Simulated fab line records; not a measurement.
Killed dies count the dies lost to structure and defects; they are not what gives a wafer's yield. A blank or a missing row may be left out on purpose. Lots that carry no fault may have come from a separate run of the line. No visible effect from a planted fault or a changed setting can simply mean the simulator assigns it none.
Lot-split experiment -- flow n5_finfet -- route with 1938 steps; 7 lots, 21 wafers read

THE SPLIT
At N5_BEOL_M14_TRENCH_ETCH_34 (etches SiO2 in C4F8/O2/Ar, target depth 556.65 nm, time 126.9 s), the setting bias_w was moved away from the recipe's 2040 W on 9 of the 21 wafers read, by +10.1% to +16.7%. The other wafers ran this setting at the recipe's value.

The reading comes from the split's own step.

THE READING
rf_vpp_V, in V, at N5_BEOL_M14_TRENCH_ETCH_34 (etches SiO2 in C4F8/O2/Ar, target depth 556.65 nm, time 126.9 s). Fault-free wafers of this fab line usually give 2225 V, standard deviation 19 V.

wafer,"tool, chamber at the split","bias_w as run, W",against the recipe,"rf_vpp_V, V",against lot-mates on the recipe
L081.3,"rie_diel-02, 3",2246,+10.1%,2361,no lot-mate on the recipe
L081.4,"rie_diel-02, 3",2246,+10.1%,2360,no lot-mate on the recipe
L081.6,"rie_diel-02, 1",2246,+10.1%,2373,no lot-mate on the recipe
L083.2,"rie_diel-04, 1",2040,recipe,2217,-
L083.4,"rie_diel-04, 2",2308,+13.1%,2400,+190
L083.6,"rie_diel-04, 2",2040,recipe,2204,-
L087.2,"rie_diel-04, 0",2040,recipe,2243,-
L087.5,"rie_diel-04, 0",2040,recipe,2243,-
L087.6,"rie_diel-04, 3",2040,recipe,2226,-
L088.1,"rie_diel-02, 1",2040,recipe,2219,-
L088.3,"rie_diel-02, 3",2040,recipe,2208,-
L088.5,"rie_diel-02, 0",2040,recipe,2265,-
L095.2,"rie_diel-05, 1",2368,+16.1%,2461,+262
L095.3,"rie_diel-05, 3",2368,+16.1%,2452,+253
L095.4,"rie_diel-05, 2",2040,recipe,2199,-
L097.3,"rie_diel-02, 0",2277,+11.6%,2442,+222
L097.5,"rie_diel-02, 2",2277,+11.6%,2425,+205
L097.6,"rie_diel-02, 1",2040,recipe,2220,-
L089.1,"rie_diel-02, 0",2381,+16.7%,2516,+304
L089.2,"rie_diel-02, 3",2040,recipe,2206,-
L089.5,"rie_diel-02, 1",2040,recipe,2219,-

THE FIT
A straight line over all 21 wafers: rf_vpp_V changes by +15.6 V for each +1% of bias_w; r = +0.98; the points scatter about the line by 22 V.
The same after taking each lot's own level away (the mean of its wafers on the recipe; 18 wafers): +16.8 V for each +1%; r = +0.99; scatter 17 V.
The reading moves by 2.8e+02 V for the largest change in bias_w, on that fit.
The span of the lots' own levels, 2199.0 to 2237.3 V, comes to 2.0 times the standard deviation stated above.
Consequently the slope shifts little with the lot-to-lot level, the two slopes agreeing.
Check: for one of the wafers moved furthest among these (+16.7%), held out of the fit, the line's prediction against its lot-mates is +274 V. Against them it came out at +304 V.
Tool readings at the split's step, against how far the setting was moved: rf_vpp_V r = +0.98.

ADDITIONAL SPLITS CARRIED BY THESE WAFERS
These wafers also went through other splits before the reading. Each is held against what the fit with the lots' levels taken away leaves over:
other split on the same wafers,wafers away from the commonest value,r with rf_vpp_V (lot level and that fit taken away)
N5_BEOL_M11_ETCH_66 time_s,6,-0.10
N5_BEOL_M13_COAT_66 spin_rpm,6,-0.23

FILE'S OWN FIT
rf_vpp_V changes by +16.8 V for each +1% of bias_w, r = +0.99.
